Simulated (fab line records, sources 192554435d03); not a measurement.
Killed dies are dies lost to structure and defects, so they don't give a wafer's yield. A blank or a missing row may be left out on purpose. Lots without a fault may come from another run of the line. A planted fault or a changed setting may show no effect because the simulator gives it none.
fab line records | flow n5_finfet
record lots=4 wafers=12 last_day=16
route steps=1938 shown BEOL_M2@879 BEOL_M4@1111 PASSIVATION@1936
lots that met no fault: from a run of the same line without faults
start_h: hours from the record's first day to the start of the lot's first wafer shown | wait_h: hours since the lot's step before | " the same as in the row above | L1.1+2: a row that stands for several wafers | - no value, or no start given | * or withheld: withheld | < > ~ a bound
route shown NAME@n: a module of which the file shows steps, and the number in the route of the first | usual: mean/standard deviation of fault-free wafers | same: alike in all rows | chamber/n: place in a boat | sites: the reading at each site | _std_site: their standard deviation | _edge_site: outer sites' mean less inner sites' | radius_mm: how far each site lies from the wafer's centre | mask NAME#n: copy n | behind: the tool/chamber that last shaped the wafer | hold: why the lot was held/for how many hours/how that ended | device: the transistor (n, p or np) that didn't switch | end of line: the same wafers' tests at the end of the route | a step without rows: its recipe alone | killed: dies lost to structure and defects at the first sort, not the wafer's yield | map: a wafer's dies, x killed, . not, _ none there
set.NAME: the setting as run; set.NAME@STEP: as run at that earlier step | model.NAME: the simulator's own value behind a step, which no gauge read
lots at some steps of the route; a table a step, a row a wafer
services: from which hour (start_h, from the record's first day; less than 0 if before it) a tool's chamber was out of use, for how many hours, and why
## steps
# step N5_BEOL_M2_DESCUM_33
# recipe chemistry=O2 time_s=7 source_power_w=50 bias_power_w=20 pressure_mtorr=20 rf_frequency_hz=2.712e+07 temp_c=40 resist=CAR-EUV o2_flow_sccm=225
# step N5_BEOL_M2_ETCH_77
# recipe chemistry=N2/H2 target=underlayer target_depth_a=65 mask_material=CAR-EUV time_s=5.2 ion_energy_ev=200 pressure_mtorr=30 source_w=840 bias_w=150 n2_flow_sccm=200 h2_flow_sccm=200 ends=cleared
# step N5_BEOL_M2_ETCH_69
# recipe chemistry=CF4 target=SiARC target_depth_a=156 mask_material=CAR-EUV time_s=26 ion_energy_ev=80 pressure_mtorr=40 source_w=545 bias_w=36 Ar_flow_sccm=100 cf4_flow_sccm=100 ends=cleared
# step N5_BEOL_M2_ALD_98
# recipe material=SiO2 target_thk_a=25 temp_c=100 ald_precursor_family=BDEAS ald_co_reactant=O2-plasma pulse_time_s=1 co_reactant_pulse_time_s=1 purge_time_s=2 co_reactant_purge_time_s=2 ald_cycles=17 pressure_torr=2
# step N5_BEOL_M2_ETCHBACK_99
# recipe chemistry=CHF3 target=SiO2 target_depth_a=50 time_s=10.4 source_w=215 bias_w=47 Ar_flow_sccm=200 CHF3_flow_sccm=12 ion_energy_ev=100 pressure_mtorr=30
# step N5_BEOL_M2_ETCH_70
# recipe chemistry=N2/H2 target=SOC target_depth_a=800 overetch_a=240 mask_material=SiARC temp_c=40 time_s=130 ion_energy_ev=200 pressure_mtorr=30 source_w=840 bias_w=150 n2_flow_sccm=200 h2_flow_sccm=200
# step N5_BEOL_M2_STRIP_71
# recipe chemistry=N2/H2 temp_c=40 n2_flow_sccm=200 h2_flow_sccm=200 rf_frequency_hz=6e+07
# step N5_BEOL_M2_STRIP_78
# recipe chemistry=N2/H2 temp_c=40 n2_flow_sccm=200 h2_flow_sccm=200 rf_frequency_hz=6e+07
# step N5_BEOL_M2_VIA_ETCH_34
# recipe chemistry=C4F6/O2 target_depth_a=694 mask_material=SOC pressure_mtorr=15 ion_energy_ev=250 taper_deg=4 time_s=65.9 source_w=350 bias_w=170 Ar_flow_sccm=300 C4F6_flow_sccm=10 O2_flow_sccm=10
# step N5_BEOL_M2_STRIP_83
# recipe chemistry=C4F6/O2 resist=SiARC rf_frequency_hz=6e+07
# step N5_BEOL_M2_STRIP_36
# recipe chemistry=N2/H2 power_w=450 temp_c=40 pressure_mtorr=20 rf_frequency_hz=6e+07 overash_fraction=0.3 bias_power_w=7 h2_frac=0.5 n2_flow_sccm=200 h2_flow_sccm=200
# step N5_BEOL_M2_TRENCH_ETCH_37
# recipe chemistry=C4F6/O2 target_depth_a=555.55 target=SiOC time_s=29.2 ion_energy_ev=250 pressure_mtorr=30 source_w=355 bias_w=185 Ar_flow_sccm=300 C4F6_flow_sccm=10 O2_flow_sccm=10
# usual C4F6_flow_sccm=10.00/0.032 bias_w=185.0/0.58 drypump_motor_current_A=5.9/0.42 oes_product_au=0.77/0.07 rf_vpp_V=660/17 showerhead_plenum_p_Torr=2.86/0.072 throttle_valve_pct=20.93/0.25
# same time_s=29.2
# columns lot.wafer tool chamber start_h wait_h C4F6_flow_sccm bias_w drypump_motor_current_A oes_product_au rf_hours_counter_h rf_vpp_V showerhead_plenum_p_Torr throttle_valve_pct model.etch.depth_nm model.BEOL_M2.feature_depth_nm
L613.3 rie_diel-03 2 175.37 - 9.99 184.1 5.4 0.72 180 675 2.81 20.56 54.79 54.8
L613.4 " 3 " " 9.98 184.3 6.3 0.84 77 665 2.76 20.43 55.96 56
L613.5 " 1 " " 10.07 184.2 5.5 0.81 - 661 2.89 21.04 55.02 55
L618.3 rie_diel-03 2 214.83 - 9.97 157.2 5.4 0.68 194 591 2.81 20.60 51.51 51.6
L618.4 " 1 " " 10.00 156.3 5.5 0.77 86 579 2.88 21.06 51.45 51.4
L618.5 " 3 " " 9.98 155.7 6.3 0.79 - 584 2.76 20.43 51.91 52
L619.1 rie_diel-03 2 221.96 - 10.00 156.4 5.4 0.68 196 590 2.81 20.58 51.37 51.4
L619.2 " 0 " " 9.98 156.9 6.1 0.68 187 547 2.86 21.36 52.28 52.2
L619.3 " 3 " " 9.96 155.7 6.3 0.79 91 582 2.76 20.44 51.92 52
L627.1 rie_diel-01 0 255.89 - 10.02 184.9 6.4 0.74 167 673 2.94 20.93 52.98 53
L627.3 " 2 " " 10.01 186.0 6.2 0.85 56 665 2.89 20.99 55.71 55.8
L627.4 " 0 " " 10.01 185.0 6.5 0.74 - 673 2.94 20.90 53.1 53.2
# step N5_BEOL_M2_ETCH_41
# recipe chemistry=CH3F/O2 target=SiCN target_depth_a=299 taper_deg=2 time_s=52.5 ion_energy_ev=120 mask_material=TiN pressure_mtorr=30 source_w=395 bias_w=75 Ar_flow_sccm=150 CH3F_flow_sccm=30 O2_flow_sccm=20
# step N5_BEOL_M2_STRIP_97
# recipe chemistry=N2/H2 time_s=10 power_w=450 temp_c=40 pressure_mtorr=20 rf_frequency_hz=6e+07 bias_power_w=7 n2_flow_sccm=200 h2_flow_sccm=200
# step N5_BEOL_M2_HM_STRIP_39
# recipe chemistry=peroxide_tin_strip material=TiN target_depth_a=250 temp_c=50 time_s=158
# step N5_BEOL_M2_SRD_40
# recipe time_s=30 temp_c=23 rinse_liquid=diw dry=ipa_marangoni
# step N5_BEOL_M2_PRECLEAN_42
# recipe chemistry=residue_remover time_s=60 temp_c=40
# step N5_BEOL_M2_SRD_43
# recipe time_s=30 temp_c=23 rinse_liquid=diw dry=ipa_marangoni
# step N5_BEOL_M2_DEGAS_44
# recipe ambient=vacuum temp_c=250 time_s=60
# step N5_BEOL_M2_PRE_CLEAN_45
# recipe gas=H2/He time_s=30 temp_c=250
# step N5_BEOL_M2_ALD_84
# recipe material=TaN target_thk_a=* temp_c=275 ald_precursor_family=PDMAT ald_co_reactant=NH3 pressure_torr=3 carrier_flow_sccm=1500 pulse_time_s=2 purge_time_s=3 co_reactant_purge_time_s=2 co_reactant_pulse_time_s=3 ald_cycles=30 precursor_vessel_temp_c=75 precursor_vessel_pressure_torr=26.25 precursor_vessel_carrier_sccm=1000
# step N5_BEOL_M2_SURFACE_TREAT_85
# recipe gas=Ar time_s=* ion_energy_ev=* ion_current_ma_cm2=0.5 pressure_mtorr=* ar_flow_sccm=30
# step N5_BEOL_M2_CVD_47
# recipe material=Co target_thk_a=30 temp_c=withheld precursor=CCTBA/H2 pressure_torr=30 time_s=223.8
# step N5_BEOL_M2_SPUTTER_48
# recipe material=Cu target_thk_a=45 temp_c=-20 chamber_pressure_pa=0.07 power_w=withheld time_s=8.29
# step N5_BEOL_M2_ANNEAL_49
# recipe temp_c=400 time_s=240 ambient=vacuum
# step N5_BEOL_M2_SPUTTER_79
# recipe material=Cu target_thk_a=45 temp_c=-20 chamber_pressure_pa=0.07 power_w=withheld time_s=8.29
# step N5_BEOL_M2_ANNEAL_80
# recipe temp_c=400 time_s=240 ambient=vacuum
# step N5_BEOL_M2_SPUTTER_81
# recipe material=Cu target_thk_a=45 temp_c=-20 chamber_pressure_pa=0.07 power_w=withheld time_s=8.29
# step N5_BEOL_M2_ANNEAL_82
# recipe temp_c=400 time_s=240 ambient=vacuum
# step N5_BEOL_M2_SPUTTER_86
# recipe material=Cu target_thk_a=45 temp_c=-20 chamber_pressure_pa=0.07 power_w=withheld time_s=8.29
# step N5_BEOL_M2_ANNEAL_87
# recipe temp_c=400 time_s=240 ambient=vacuum
# step N5_BEOL_M2_SPUTTER_88
# recipe material=Cu target_thk_a=45 temp_c=-20 chamber_pressure_pa=0.07 power_w=withheld time_s=8.29
# step N5_BEOL_M2_ANNEAL_89
# recipe temp_c=400 time_s=240 ambient=vacuum
# step N5_BEOL_M2_SPUTTER_90
# recipe material=Cu target_thk_a=45 temp_c=-20 chamber_pressure_pa=0.07 power_w=withheld time_s=8.29
# step N5_BEOL_M2_ANNEAL_91
# recipe temp_c=400 time_s=240 ambient=vacuum
# step N5_BEOL_M2_SPUTTER_92
# recipe material=Cu target_thk_a=45 temp_c=-20 chamber_pressure_pa=0.07 power_w=withheld time_s=8.29
# step N5_BEOL_M2_ANNEAL_93
# recipe temp_c=400 time_s=240 ambient=vacuum
# step N5_BEOL_M2_SPUTTER_94
# recipe material=Cu target_thk_a=45 temp_c=-20 chamber_pressure_pa=0.07 power_w=withheld time_s=8.29
# step N5_BEOL_M2_ANNEAL_95
# recipe temp_c=400 time_s=240 ambient=vacuum
# step N5_BEOL_M2_CMP_52
# recipe stop_on=SiOC t_overpolish_s=6.8 down_force_psi=1 platen_rpm=50 clearing_platen_down_force_psi=1.5 clearing_platen_rpm=50 post_cmp_clean=cu_alkaline target_thk_nm=40 clearing_platen_pad_velocity_m_s=0.99484 pad_velocity_m_s=0.99484
# usual barrier_field_endpoint_s=24.8/0.68 head_pressure_psi=1.0003/0.0024 motor_current_A=6.2/0.59 overpolish_run_s=6.801/0.01 time_to_endpoint_s=64/3.7
# columns lot.wafer tool chamber start_h wait_h barrier_field_endpoint_s head_pressure_psi motor_current_A overpolish_run_s time_to_endpoint_s model.Cu_of_BEOL_M2_ECD_50.thk_nm
L613.3 cmp-02 2 179.05 0.2 24.7 1.0005 6.9 6.791 67 39
L613.4 " 3 " " 25.3 0.9995 5.3 6.800 68 41.2
L613.5 " 2 " " 24.9 1.0039 6.7 6.786 65 39.4
L618.4 cmp-02 0 219.84 0.2 23.6 0.9985 5.8 6.794 55 34.6
L618.3 " 1 " " 24.5 1.0041 7.0 6.793 65 37.4
L618.5 " 2 " " 24.6 0.9968 6.6 6.812 60 37.8
L619.2 cmp-02 1 225.51 0.2 24.5 1.0047 7.0 6.815 67 38.4
L619.1 " 3 " " 24.6 1.0005 5.5 6.782 68 39.4
L619.3 " 0 " " 24.0 1.0016 6.2 6.805 59 36.4
L627.3 cmp-01 2 259.88 0.2 24.9 1.0004 6.4 6.781 63 40.6
L627.1 " 3 " " 24.3 1.0006 6.4 6.793 62 37.2
L627.4 " 0 " " 25.6 0.9980 5.7 6.799 63 39.2
# step N5_BEOL_M4_RC_MEAS_101
# usual DIBL_N=36.6/2.1 DIBL_P=36.5/2.7 IOFF_N=0.17/0.043 IOFF_P=0.22/0.045 ION_N=674/17 ION_P=461/9.9 SS_N=71.7/0.79 SS_P=73.4/0.79 VT_N=249/4 VT_P=-250/3.3
# columns lot.wafer tool chamber start_h wait_h DIBL_N[mV/V] DIBL_P[mV/V] IOFF_N[nA/um] IOFF_P[nA/um] ION_N[uA/um] ION_P[uA/um] SS_N[mV/dec] SS_P[mV/dec] VT_N[mV] VT_P[mV]
L613.3 prober-02 0 209.25 0.3 37.5 38.3 0.17 0.21 691 473 71.2 73.9 249 -253
L613.4 " 0 " " 40.7 41.6 0.23 0.27 666 454 72.8 75.1 245 -249
L613.5 " 0 " " 36.7 36.6 0.15 0.21 661 452 70.6 73.3 251 -253
L618.3 prober-02 0 242.78 0.3 34.5 33.3 0.13 0.15 682 460 71.2 72.1 251 -257
L618.4 " 0 " " 40.6 41.9 0.25 0.26 683 460 73.0 74.9 245 -252
L618.5 " 0 " " 38.3 39.2 0.21 0.22 697 473 72.5 74.2 250 -251
L619.1 prober-01 0 249.78 0.0 36.8 36.6 0.16 0.21 674 461 71.8 73.7 249 -249
L619.2 " 0 " " 36.9 36.6 0.18 0.22 684 473 71.9 73.2 247 -250
L619.3 " 0 " " 35.1 34.1 0.14 0.18 685 470 71.8 72.6 252 -248
L627.1 prober-02 0 284.22 0.0 33.9 34.9 0.14 0.17 679 459 71.1 72.9 251 -251
L627.3 " 0 " " 37.1 37.3 0.19 0.22 678 462 72.2 73.9 247 -250
L627.4 " 0 " " 37.5 36.5 0.20 0.20 663 450 72.2 73.0 245 -251
# step N5_PASSIVATION_PROBE_49
# usual defect_limited_yield=91.5/1.7 killed_at_M0_to_M3=33/11 killed_at_M4_up=13/5.2 killed_at_contacts=11/5.7 killed_at_front_end=39/11 killed_at_other=4/3 killed_dies=101/20 killed_on_rim=13/4.1 killed_open=66/15 killed_short=33/8.4 sort_bin_5_function=5.0/1.1 sort_bin_6_memory=3.2/0.69 sort_n_pass=1078/20 sort_yield_pct=91.4/1.7
# same gross_dies=1180 killed_at_back_side=0 sort_bin_4_leakage[%]=0 sort_bin_8_speed[%]=0
# columns lot.wafer tool chamber start_h wait_h defect_limited_yield[%] killed_at_M0_to_M3 killed_at_M4_up killed_at_contacts killed_at_front_end killed_at_other killed_dies killed_on_rim killed_open killed_short sort_bin_5_function[%] sort_bin_6_memory[%] sort_n_pass sort_yield_pct[%]
L618.3 prober-01 - 342.53 0.1 88.4 39 16 19 58 5 137 16 98 38 7.7 3.4 1043 88.4
# killed by level:class
L618.3 STI_FIN_REVEAL:geometric_particle:open=31 MOL_CONTACT_COAG:geometric_particle:open=14 BEOL_M3:geometric_particle:open=12 BEOL_M2:geometric_particle:open=9 STI_FIN_REVEAL:geometric_particle:short=8 BEOL_M4:geometric_particle:open=8 FIN_SAQP:geometric_particle:short=6 BEOL_M3:geometric_particle:short=6
## services
# columns tool chamber start_h hours kind
cmp-01 - 162.61 1.0 repair
cmp-01 - 173.77 0.7 repair
cmp-01 - 177.34 6.2 pm
cmp-01 - 198.41 2.6 repair
rie_diel-03 - 222.26 2.8 pm
cmp-01 - 231.61 2.1 repair
rie_diel-01 3 255.63 - clean
rie_diel-01 3 255.63 - consumable_replace:focus_ring
rie_diel-01 3 255.63 20.5 scheduled_down
rie_diel-01 3 255.63 20.5 vent_cycle
cmp-02 - 258.41 2.0 repair
## key
first_sign step=N5_BEOL_M2_TRENCH_ETCH_37 reading=bias_w direction=down sigmas=49 usual=* struck=*
effect step=N5_BEOL_M2_TRENCH_ETCH_37 reading=rf_vpp_V direction=down sigmas=4.7 usual=660 struck=579
model_effect step=N5_BEOL_M2_TRENCH_ETCH_37 value=etch.depth_nm without=54.5 struck=51.74
model_effect step=N5_BEOL_M2_CMP_52 value=Cu_of_BEOL_M2_ECD_50.thk_nm without=40.07 struck=37.33
met_at N5_BEOL_M2_TRENCH_ETCH_37
struck_wafers L618.3,L618.4,L618.5,L619.1,L619.2,L619.3
onset_between 175.37 214.83
fault kind=process_parameter_drift tool=rie_diel-03 chamber=- onset_h=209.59 steps=N5_BEOL_M2_TRENCH_ETCH_37 channel=bias_w offset=* shape=step end_h=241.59 acts_in=* stated=*
